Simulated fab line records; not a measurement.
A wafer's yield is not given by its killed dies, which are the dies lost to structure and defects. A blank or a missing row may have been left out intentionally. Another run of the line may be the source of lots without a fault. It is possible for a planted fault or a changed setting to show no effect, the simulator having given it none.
fab line records + flow n5-finfet
record:
- lots: 11
- wafers: 29
- last-day: 21
route steps=1938 shown BEOL_M5@1186 BEOL_M6@1196
lots that met no fault: from a run of the same line without faults
start-h: hours from the record's first day to the start of the lot's first wafer shown + wait-h: hours since the lot's step before + " as in the row above + L1.1+2: a row that stands for several wafers + - value missing, or start not given + * or withheld: withheld + < > ~ a bound
route shown NAME@n: a module of which the file shows steps, and the number in the route of the first + usual: mean/standard deviation taken from wafers without a fault + same: alike in all rows + chamber/n: place in a boat + sites: the reading at each site + _std_site: standard deviation of those values + _edge_site: mean of outer sites minus mean of inner sites + radius-mm: for every site, how far away it sits from the centre of the wafer + mask NAME#n: copy n + behind: the most recent tool/chamber to have shaped the wafer + hold: why the lot went on hold/how many hours it stayed there/how the hold came to an end + device: which transistor (n, p or np) failed to switch + end of line: tests run on the same wafers once the route is complete + where a step has no rows: the recipe by itself + killed: dies lost to structure and defects at the first sort, not the wafer's yield + map: the dies of a wafer, with x for killed, . for not killed, _ for no die there
set.NAME: the setting that was run; set.NAME@STEP: the one run at that earlier step + model.NAME: the simulator's own value behind a step, which no gauge read
a sample of lots followed through the steps of the route, with each step as a table and each wafer as a row
services: from which hour (start-h, from the record's first day; less than 0 if before it) a tool's chamber was out of use, for how many hours, and why
== steps ==
step: N5_BEOL_M5_CMP_52
recipe:
- stop-on: SiCOH_lowk
- t-overpolish-s: 6.9
- down-force-psi: 1
- platen-rpm: 50
- clearing-platen-down-force-psi: 1.5
- clearing-platen-rpm: 50
- post-cmp-clean: cu-alkaline
- target-thk-nm: 62
- clearing-platen-pad-velocity-m-s: 0.99484
- pad-velocity-m-s: 0.99484
usual:
- barrier-field-endpoint-s: 24.6/0.83
- motor-current-A: 5.8/0.63
- overpolish-run-s: 6.900/0.0097
- time-to-endpoint-s: 62/4
| lot.wafer | tool   | chamber | start-h | wait-h | barrier-field-endpoint-s | motor-current-A | overpolish-run-s | time-to-endpoint-s |
|-----------|--------|---------|---------|--------|--------------------------|-----------------|------------------|--------------------|
| L999.2    | cmp-03 | 3       | 278.18  | 0.2    | 24.7                     | 6.4             | 6.903            | 60                 |
| L999.5    | "      | 3       | "       | "      | 25.0                     | 6.8             | 6.896            | 62                 |
| L999.6    | "      | 0       | "       | "      | 25.1                     | 6.5             | 6.911            | 64                 |
| L997.3    | cmp-03 | 1       | 283.23  | 0.2    | 25.3                     | 6.3             | 6.894            | 66                 |
| L997.4    | "      | 0       | "       | "      | 24.3                     | 6.4             | 6.891            | 59                 |
| L997.5    | "      | 1       | "       | "      | 25.7                     | 6.0             | 6.904            | 68                 |
| L101.4    | cmp-03 | 0       | 292.12  | 0.2    | 23.5                     | 6.6             | 6.898            | 59                 |
| L101.1    | "      | 1       | "       | "      | 23.7                     | 6.0             | 6.921            | 61                 |
| L101.6    | "      | 3       | "       | "      | 24.0                     | 6.2             | 6.898            | 61                 |
| L109.3    | cmp-02 | 1       | 339.26  | 0.2    | 23.7                     | 5.0             | 6.911            | 53                 |
| L109.6    | "      | 0       | "       | "      | 25.1                     | 5.2             | 6.902            | 62                 |
| L109.5    | "      | 1       | "       | "      | 23.8                     | 4.8             | 6.895            | 55                 |
| L114.4    | cmp-03 | 3       | 359.93  | 0.2    | 24.4                     | 6.3             | 6.909            | 59                 |
| L114.6    | "      | 3       | "       | "      | 24.2                     | 6.5             | 6.897            | 63                 |
| L111.5    | cmp-01 | 1       | 365.95  | 0.2    | 25.8                     | 6.7             | 6.920            | 67                 |
| L111.6    | "      | 2       | "       | "      | 24.8                     | 5.6             | 6.886            | 63                 |
| L113.2    | cmp-02 | 1       | 373.80  | 0.2    | 23.4                     | 5.2             | 6.903            | 57                 |
| L113.6    | "      | 2       | "       | "      | 23.9                     | 4.8             | 6.913            | 58                 |
| L116.3    | cmp-02 | 3       | 390.86  | 0.3    | 24.4                     | 5.9             | 6.908            | 61                 |
| L116.6    | "      | 0       | "       | "      | 26.1                     | 5.3             | 6.907            | 64                 |
| L117.1    | cmp-03 | 3       | 398.14  | 0.3    | 23.7                     | 6.4             | 6.903            | 63                 |
| L117.4    | "      | 0       | "       | "      | 24.4                     | 6.4             | 6.902            | 58                 |
| L117.3    | "      | 1       | "       | "      | 25.7                     | 5.6             | 6.908            | 66                 |
| L118.3    | cmp-01 | 3       | 399.07  | 0.2    | 24.6                     | 5.0             | 6.904            | 61                 |
| L118.1    | "      | 0       | "       | "      | 24.8                     | 6.4             | 6.887            | 69                 |
| L118.6    | "      | 2       | "       | "      | 24.2                     | 5.8             | 6.906            | 64                 |
| L120.2    | cmp-03 | 2       | 415.12  | 0.2    | 23.7                     | 5.7             | 6.911            | 58                 |
| L120.3    | "      | 3       | "       | "      | 24.6                     | 6.4             | 6.908            | 63                 |
| L120.6    | "      | 1       | "       | "      | 25.4                     | 6.0             | 6.893            | 69                 |
step: N5_BEOL_M5_DEP_56
recipe:
- material: SiCN
- target-thk-a: 80
- temp-c: withheld
- precursor: 3MS/NH3
- pressure-torr: 3
- rf-w: 202
- time-s: 14
usual:
- showerhead-plenum-p-Torr: 3.664/0.015
- throttle-valve-pct: 9.2/0.34
| lot.wafer | tool     | chamber | start-h | wait-h | showerhead-plenum-p-Torr | throttle-valve-pct |
|-----------|----------|---------|---------|--------|--------------------------|--------------------|
| L999.2    | pecvd-02 | 2       | 278.68  | 0.0    | 3.673                    | 8.8                |
| L999.5    | "        | 2       | "       | "      | 3.673                    | 8.8                |
| L999.6    | "        | 1       | "       | "      | 3.661                    | 9.3                |
| L997.3    | pecvd-02 | 1       | 283.72  | 0.0    | 3.658                    | 9.2                |
| L997.4    | "        | 0       | "       | "      | 3.661                    | 9.2                |
| L997.5    | "        | 1       | "       | "      | 3.656                    | 9.0                |
| L101.1    | pecvd-04 | 1       | 292.58  | 0.0    | 3.644                    | 9.9                |
| L101.4    | "        | 2       | "       | "      | 3.675                    | 8.8                |
| L101.6    | "        | 0       | "       | "      | 3.657                    | 9.3                |
| L109.3    | pecvd-03 | 1       | 339.95  | 0.0    | 3.670                    | 9.6                |
| L109.5    | "        | 1       | "       | "      | 3.652                    | 9.3                |
| L109.6    | "        | 2       | "       | "      | 3.693                    | 8.8                |
| L114.4    | pecvd-04 | 0       | 360.52  | 0.0    | 3.659                    | 9.3                |
| L114.6    | "        | 1       | "       | "      | 3.634                    | 9.5                |
| L111.5    | pecvd-03 | 0       | 366.30  | 0.0    | 3.656                    | 9.3                |
| L111.6    | "        | 1       | "       | "      | 3.652                    | 9.6                |
| L113.2    | pecvd-04 | 1       | 374.30  | 0.0    | 3.639                    | 9.5                |
| L113.6    | "        | 1       | "       | "      | 3.639                    | 9.6                |
| L116.3    | pecvd-03 | 1       | 391.23  | 0.0    | 3.663                    | 9.4                |
| L116.6    | "        | 0       | "       | "      | 3.663                    | 9.3                |
| L117.1    | pecvd-02 | 0       | 398.64  | 0.0    | 3.669                    | 9.3                |
| L117.3    | "        | 0       | "       | "      | 3.662                    | 9.2                |
| L117.4    | "        | 2       | "       | "      | 3.670                    | 9.0                |
| L118.1    | pecvd-03 | 2       | 399.49  | 0.0    | 3.695                    | 8.8                |
| L118.3    | "        | 1       | "       | "      | 3.661                    | 9.6                |
| L118.6    | "        | 0       | "       | "      | 3.664                    | 9.2                |
| L120.2    | pecvd-02 | 0       | 415.64  | 0.0    | 3.664                    | 9.5                |
| L120.3    | "        | 2       | "       | "      | 3.667                    | 9.2                |
| L120.6    | "        | 0       | "       | "      | 3.664                    | 9.4                |
step: N5_BEOL_M6_THK_MEAS_01
recipe:
- reads: SiCOH_lowk_of_BEOL_M6_ILD_DEP_00
usual:
- M6_ILD_THK: 155.1/2
| lot.wafer | tool          | chamber | start-h | wait-h | M6_ILD_THK[nm] |
|-----------|---------------|---------|---------|--------|----------------|
| L999.2    | film-metro-01 | -       | 279.40  | 0.4    | 156.1          |
| L999.5    | "             | -       | "       | "      | 159.7          |
| L999.6    | "             | -       | "       | "      | 155.9          |
| L997.3    | film-metro-01 | -       | 284.43  | 0.3    | 150.8          |
| L997.4    | "             | -       | "       | "      | 153.9          |
| L997.5    | "             | -       | "       | "      | 157.0          |
| L101.1    | film-metro-01 | -       | 293.29  | 0.4    | 150.3          |
| L101.4    | "             | -       | "       | "      | 156.4          |
| L101.6    | "             | -       | "       | "      | 154.6          |
| L109.3    | film-metro-01 | -       | 340.66  | 0.3    | 154.7          |
| L109.5    | "             | -       | "       | "      | 157.7          |
| L109.6    | "             | -       | "       | "      | 156.2          |
| L114.4    | film-metro-02 | -       | 361.21  | 0.2    | 156.2          |
| L114.6    | "             | -       | "       | "      | 157.4          |
| L111.5    | film-metro-02 | -       | 367.49  | 0.2    | 157.2          |
| L111.6    | "             | -       | "       | "      | 159.8          |
| L113.2    | film-metro-02 | -       | 375.04  | 0.4    | 153.8          |
| L113.6    | "             | -       | "       | "      | 155.2          |
| L116.3    | film-metro-02 | -       | 391.94  | 0.3    | 156.9          |
| L116.6    | "             | -       | "       | "      | 154.2          |
| L117.1    | film-metro-02 | -       | 399.37  | 0.4    | 151.4          |
| L117.3    | "             | -       | "       | "      | 153.6          |
| L117.4    | "             | -       | "       | "      | 154.7          |
| L118.1    | film-metro-02 | -       | 400.22  | 0.4    | 152.6          |
| L118.3    | "             | -       | "       | "      | 155.9          |
| L118.6    | "             | -       | "       | "      | 156.1          |
| L120.2    | film-metro-01 | -       | 416.87  | 0.7    | 155.1          |
| L120.3    | "             | -       | "       | "      | 156.4          |
| L120.6    | "             | -       | "       | "      | 156.4          |
step: N5_BEOL_M6_ETCH_62
recipe:
- chemistry: N2/H2
- target: SOC
- target-depth-a: 1100
- overetch-a: 220
- mask-material: SiARC
- temp-c: 40
- time-s: 165
- ion-energy-ev: 200
- pressure-mtorr: 30
- source-w: 840
- bias-w: 150
- n2-flow-sccm: 200
- h2-flow-sccm: 200
usual:
- drypump-motor-current-A: 5.9/0.43
- oes-product-au: 0.69/0.06
- rf-vpp-V: 524.8/2.1
- showerhead-plenum-p-Torr: 2.58/0.073
- throttle-valve-pct: 17.78/0.24
| lot.wafer | tool        | chamber | start-h | wait-h | drypump-motor-current-A | oes-product-au | rf-hours-counter-h | rf-vpp-V | showerhead-plenum-p-Torr | throttle-valve-pct |
|-----------|-------------|---------|---------|--------|-------------------------|----------------|--------------------|----------|--------------------------|--------------------|
| L999.2    | rie-diel-05 | 0       | 281.81  | 0.0    | 5.7                     | 0.66           | 92                 | 528.4    | 2.65                     | 17.34              |
| L999.5    | "           | 3       | "       | "      | 6.7                     | 0.70           | -                  | 527.5    | 2.67                     | 17.49              |
| L999.6    | "           | 0       | "       | "      | 5.7                     | 0.66           | -                  | 528.1    | 2.65                     | 17.35              |
| L997.3    | rie-diel-04 | 0       | 286.83  | 0.0    | 5.1                     | 0.76           | 23                 | 522.4    | 2.50                     | 17.79              |
| L997.4    | "           | 1       | "       | "      | 6.3                     | 0.74           | -                  | 525.3    | 2.60                     | 18.05              |
| L997.5    | "           | 2       | "       | "      | 5.7                     | 0.63           | -                  | 525.4    | 2.53                     | 17.72              |
| L101.1    | rie-diel-01 | 1       | 295.94  | 0.0    | 5.9                     | 0.77           | 14                 | 523.5    | 2.48                     | 17.76              |
| L101.4    | "           | 0       | "       | "      | 6.2                     | 0.67           | 123                | 525.1    | 2.70                     | 18.06              |
| L101.6    | "           | 3       | "       | "      | 6.4                     | 0.60           | -                  | 522.6    | 2.51                     | 17.67              |
| L109.3    | rie-diel-05 | 1       | 342.90  | 0.0    | 6.2                     | 0.69           | 81                 | 528.8    | 2.70                     | 18.13              |
| L109.5    | "           | 0       | "       | "      | 5.7                     | 0.64           | -                  | 527.4    | 2.64                     | 17.40              |
| L109.6    | "           | 1       | "       | "      | 6.2                     | 0.70           | -                  | 528.5    | 2.70                     | 18.15              |
| L114.4    | rie-diel-04 | 2       | 362.63  | 0.0    | 5.7                     | 0.63           | 164                | 523.8    | 2.52                     | 17.73              |
| L114.6    | "           | 0       | "       | "      | 5.1                     | 0.75           | -                  | 523.1    | 2.49                     | 17.80              |
| L111.5    | rie-diel-04 | 3       | 369.28  | 0.1    | 5.7                     | 0.78           | -                  | 523.2    | 2.59                     | 17.53              |
| L111.6    | "           | 2       | "       | "      | 5.7                     | 0.63           | -                  | 522.0    | 2.52                     | 17.75              |
| L113.2    | rie-diel-05 | 2       | 376.29  | 0.0    | 5.8                     | 0.66           | 122                | 523.8    | 2.56                     | 17.83              |
| L113.6    | "           | 2       | "       | "      | 5.8                     | 0.66           | -                  | 524.2    | 2.56                     | 17.82              |
| L116.3    | rie-diel-04 | 2       | 392.77  | 0.0    | 5.7                     | 0.62           | 175                | 522.9    | 2.52                     | 17.74              |
| L116.6    | "           | 1       | "       | "      | 6.3                     | 0.72           | -                  | 523.8    | 2.59                     | 18.10              |
| L117.1    | rie-diel-04 | 0       | 402.16  | 0.0    | 5.1                     | 0.73           | 51                 | 520.9    | 2.49                     | 17.81              |
| L117.3    | "           | 2       | "       | "      | 5.7                     | 0.62           | 177                | 522.9    | 2.52                     | 17.75              |
| L117.4    | "           | 3       | "       | "      | 5.7                     | 0.75           | 32                 | 524.2    | 2.58                     | 17.53              |
| L118.1    | rie-diel-05 | 2       | 402.36  | 0.0    | 5.7                     | 0.65           | 131                | 524.1    | 2.56                     | 17.84              |
| L118.3    | "           | 3       | "       | "      | 6.7                     | 0.66           | 110                | 528.0    | 2.65                     | 17.56              |
| L118.6    | "           | 1       | "       | "      | 6.2                     | 0.67           | -                  | 527.0    | 2.68                     | 18.20              |
| L120.2    | rie-diel-04 | 2       | 418.34  | 0.0    | 5.7                     | 0.61           | 183                | 523.0    | 2.51                     | 17.77              |
| L120.3    | "           | 0       | "       | "      | 5.1                     | 0.72           | 57                 | 520.8    | 2.49                     | 17.83              |
| L120.6    | "           | 2       | "       | "      | 5.7                     | 0.61           | -                  | 524.2    | 2.51                     | 17.76              |
step: N5_BEOL_M6_CD_MEAS_18
recipe:
- pitch-nm: 80
- target-cd-nm: 40
usual:
- cd-nm: 40.0/0.91
| lot.wafer | tool      | chamber | start-h | wait-h | cd-nm |
|-----------|-----------|---------|---------|--------|-------|
| L999.2    | cd-sem-03 | -       | 282.29  | 0.1    | 42.4  |
| L999.5    | "         | -       | "       | "      | 42.1  |
| L999.6    | "         | -       | "       | "      | 41.8  |
| L997.3    | cd-sem-02 | -       | 287.30  | 0.1    | 40.8  |
| L997.4    | "         | -       | "       | "      | 40.3  |
| L997.5    | "         | -       | "       | "      | 40.0  |
| L101.1    | cd-sem-01 | -       | 297.58  | 0.0    | 43.4  |
| L101.4    | "         | -       | "       | "      | 40.7  |
| L101.6    | "         | -       | "       | "      | 40.2  |
| L109.3    | cd-sem-03 | -       | 343.32  | 0.1    | 39.4  |
| L109.5    | "         | -       | "       | "      | 39.8  |
| L109.6    | "         | -       | "       | "      | 38.9  |
| L114.4    | cd-sem-02 | -       | 363.06  | 0.0    | 39.2  |
| L114.6    | "         | -       | "       | "      | 40.3  |
| L111.5    | cd-sem-02 | -       | 369.67  | 0.0    | 40.4  |
| L111.6    | "         | -       | "       | "      | 40.1  |
| L113.2    | cd-sem-02 | -       | 376.75  | 0.1    | 39.7  |
| L113.6    | "         | -       | "       | "      | 41.0  |
| L116.3    | cd-sem-03 | -       | 393.14  | 0.1    | 40.9  |
| L116.6    | "         | -       | "       | "      | 40.0  |
| L117.1    | cd-sem-01 | -       | 402.60  | 0.0    | 40.5  |
| L117.3    | "         | -       | "       | "      | 40.7  |
| L117.4    | "         | -       | "       | "      | 39.7  |
| L118.1    | cd-sem-03 | -       | 402.75  | 0.0    | 40.2  |
| L118.3    | "         | -       | "       | "      | 40.7  |
| L118.6    | "         | -       | "       | "      | 40.9  |
| L120.2    | cd-sem-01 | -       | 418.80  | 0.1    | 39.7  |
| L120.3    | "         | -       | "       | "      | 40.9  |
| L120.6    | "         | -       | "       | "      | 40.8  |
== services ==
| tool        | chamber | start-h | hours | kind   |
|-------------|---------|---------|-------|--------|
| pecvd-04    | -       | 265.32  | 2.9   | repair |
| rie-diel-05 | 0       | 265.71  | 1.2   | repair |
| rie-diel-04 | 3       | 270.29  | -     | clean  |
| rie-diel-01 | 1       | 271.01  | 14.9  | repair |
| pecvd-02    | 0       | 278.63  | 3.9   | repair |
| rie-diel-04 | -       | 287.48  | 28.1  | pm     |
| pecvd-02    | -       | 288.53  | 2.8   | pm     |
| cmp-02      | -       | 300.10  | 14.5  | pm     |
| pecvd-04    | 1       | 306.59  | 4.1   | repair |
| rie-diel-01 | 1       | 310.36  | 2.1   | repair |
| cmp-01      | -       | 323.84  | 4.0   | pm     |
| pecvd-02    | -       | 324.36  | 0.8   | repair |
| pecvd-04    | -       | 324.90  | 0.8   | repair |
| rie-diel-04 | 2       | 339.41  | 7.8   | repair |
| cmp-03      | -       | 340.41  | 4.6   | repair |
| pecvd-02    | 2       | 355.98  | 11.3  | repair |
| rie-diel-05 | 0       | 359.21  | 8.0   | repair |
| pecvd-04    | -       | 364.73  | 5.5   | pm     |
| cmp-03      | -       | 372.88  | 3.3   | repair |
| cmp-01      | -       | 380.94  | 0.4   | repair |
| cmp-02      | -       | 395.74  | 0.8   | repair |
| cmp-01      | -       | 410.01  | 7.3   | pm     |
| rie-diel-05 | -       | 410.63  | 0.9   | repair |
| pecvd-04    | 0       | 414.13  | 6.0   | repair |
== key ==
first-sign:
- step: N5_BEOL_M6_CD_MEAS_18
- reading: cd-nm
- direction: up
- sigmas: 3.7
- usual: 40.0
- struck: 43.4
effect none on later readings
met-at N5_BEOL_M6_ETCH_62
struck-lots L101
struck-wafers L101.1
not-acting-at N5_BEOL_M5_CMP_52,N5_BEOL_M5_DEP_56,N5_BEOL_M6_THK_MEAS_01
fault:
- kind: process-parameter-drift
- tool: rie-diel-01
- chamber: -
- onset-h: 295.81
- steps: N5_BEOL_M6_ETCH_62
- channel: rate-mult
- offset: 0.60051
- shape: step
- end-h: 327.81
- scope: struck-wafers-only
